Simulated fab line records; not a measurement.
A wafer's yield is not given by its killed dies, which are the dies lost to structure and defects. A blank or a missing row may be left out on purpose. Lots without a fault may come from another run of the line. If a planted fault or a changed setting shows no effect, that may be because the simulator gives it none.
Matching of chambers -- flow n5_finfet -- N5_STI_FIN_REVEAL_ETCHBACK_08 on rie_diel-02: 4 sister chambers
The step etches SiO2 in C4F6/O2, target depth 30.5 nm, time 10.167 s. 4 wafers are shown with their chamber, then 7 later ones without.

## WAFERS WITH THEIR CHAMBER
wafer,chamber,showerhead_plenum_p_Torr (Torr)
L386.3,0,2.90
L391.3,2,2.85
L397.2,1,2.86
L397.3,3,2.92

## WAFERS WITH NO CHAMBER GIVEN
wafer,showerhead_plenum_p_Torr (Torr)
L397.4,2.89
L398.3,2.88
L398.5,2.85
L398.6,2.88
L400.1,2.92
L400.4,2.88
L400.6,2.85

## THE CHAMBER EACH PASSED THROUGH
wafer,from the rows above,in truth
L397.4,can't be placed: 0 or 3 or 1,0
L398.3,can't be placed: 0 or 1 or 2 or 3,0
L398.5,can't be placed: 2 or 1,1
L398.6,can't be placed: 0 or 1 or 2 or 3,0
L400.1,can't be placed: 3 or 0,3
L400.4,can't be placed: 0 or 1 or 2 or 3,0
L400.6,can't be placed: 2 or 1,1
0 of 7 placed correctly. Cannot be placed on the basis of these rows: 7; the candidates contain the true chamber in 7. Wrongly placed: 0.
How it was worked out, from the rows above alone: a wafer's distance from a chamber is the root of the sum, over the readings, of the square of ((its reading less the chamber's mean) divided by the reading's scatter). If the next closest chamber is less than 2 further off than the closest, the wafer can't be placed; otherwise it belongs to the closest. A chamber's mean is the mean of its shown wafers. The scatter: with one shown wafer a chamber, the root of the mean of the squares of how far each hidden wafer lies from its nearest shown one.
